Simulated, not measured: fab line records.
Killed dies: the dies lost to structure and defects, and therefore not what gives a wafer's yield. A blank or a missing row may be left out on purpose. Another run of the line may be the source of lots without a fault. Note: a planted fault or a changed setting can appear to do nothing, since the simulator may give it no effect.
Which of the tools did it? :: flow nand harc :: Sampling: 6 lots, 18 wafers, 5 of 1159 route steps

== WHAT THE GAUGES READ, wafer by wafer ==
NHARC_END_SORT_01.
lot :: measured :: on :: killed at array

== WHAT TOOL EACH LOT RAN ON (gives the tool, then ch and the chambers of the sampled wafers, and finally the start) ==
lot: L447
NHARC_A_CONTACT_ETCH_110: rie diel-13 ch 0,3, day 17 20:23
NHARC_A_BLC_ETCH_17: rie diel-02 ch 1,2, day 18 04:20 or earlier
NHARC_A_BLC_ALD_23: ald metal-01 ch 2,3, day 18 04:20
NHARC_A_BLC_CVD_24: cvd w-02 ch 0,1, no start

lot: L453
NHARC_A_CONTACT_ETCH_110: rie diel-07 ch 0,3, day 19 09:47
NHARC_A_BLC_ETCH_17: rie diel-09 ch 1,3, day 19 18:50 or earlier
NHARC_A_BLC_ALD_23: ald metal-03 ch 1,2,3, day 19 18:50
NHARC_A_BLC_CVD_24: cvd w-02 ch 0,1, no start

lot: L459
NHARC_A_CONTACT_ETCH_110: rie diel-13 ch 1,3, day 20 09:17
NHARC_A_BLC_ETCH_17: rie diel-09 ch 0,1,3, day 20 14:10 or earlier
NHARC_A_BLC_ALD_23: ald metal-01 ch 0,3, day 20 14:10
NHARC_A_BLC_CVD_24: cvd w-02 ch 1, no start

lot: L464
NHARC_A_CONTACT_ETCH_110: rie diel-07 ch 0,2,3, day 21 21:05
NHARC_A_BLC_ETCH_17: rie diel-09 ch 0,2,3, day 22 05:04 or earlier
NHARC_A_BLC_ALD_23: ald metal-02 ch 1,2,3, day 22 05:04
NHARC_A_BLC_CVD_24: cvd w-01 ch 0,1, no start

lot: L466
NHARC_A_CONTACT_ETCH_110: rie diel-01 ch 0,1,3, day 22 20:09
NHARC_A_BLC_ETCH_17: rie diel-02 ch 1,2, day 23 01:06 or earlier
NHARC_A_BLC_ALD_23: ald metal-03 ch 0,1,2, day 23 01:06
NHARC_A_BLC_CVD_24: cvd w-01 ch 0,1, no start

lot: L468
NHARC_A_CONTACT_ETCH_110: rie diel-07 ch 0,2,3, day 23 04:32
NHARC_A_BLC_ETCH_17: rie diel-02 ch 0,1,2, day 23 09:28 or earlier
NHARC_A_BLC_ALD_23: ald metal-01 ch 0,2,3, day 23 09:28
NHARC_A_BLC_CVD_24: cvd w-02 ch 0,1, no start
- NHARC_A_CONTACT_ETCH_110: etches the open film in CF4/O2, target depth 50 nm, overetch 5 nm, time 27.5 s.
- NHARC_A_BLC_ETCH_17: etches the open film in N2/H2, target depth 390 nm, time 609.38 s.
- NHARC_A_BLC_ALD_23: deposits TiN, target thk 3 nm, pulse time 1 s, ald cycles 150.
- NHARC_A_BLC_CVD_24: deposits W, target thk 150 nm, time 434 s.

== THE ANSWER, worked out from the rows above alone ==
Rule: usual is defined by the lots themselves. The widest of any qualifying gaps counts: lots, ordered by their means at a reading, are off when they make up no more than a third of the lots, leave a main group of 4 or more, and stand apart from it by 3 or more times the standard deviation of that group's means. The tables above print the reading to a certain number of digits; a main group whose means all agree to those digits is not used. Also off: a lot with no number at a reading for which 4 or more lots have one. The other lots that the step has rows for count as sound.
Across all readings shown, no lot is off: no conclusion can be drawn from this.

== WHAT WAS PUT IN BY THE SIMULATOR ==
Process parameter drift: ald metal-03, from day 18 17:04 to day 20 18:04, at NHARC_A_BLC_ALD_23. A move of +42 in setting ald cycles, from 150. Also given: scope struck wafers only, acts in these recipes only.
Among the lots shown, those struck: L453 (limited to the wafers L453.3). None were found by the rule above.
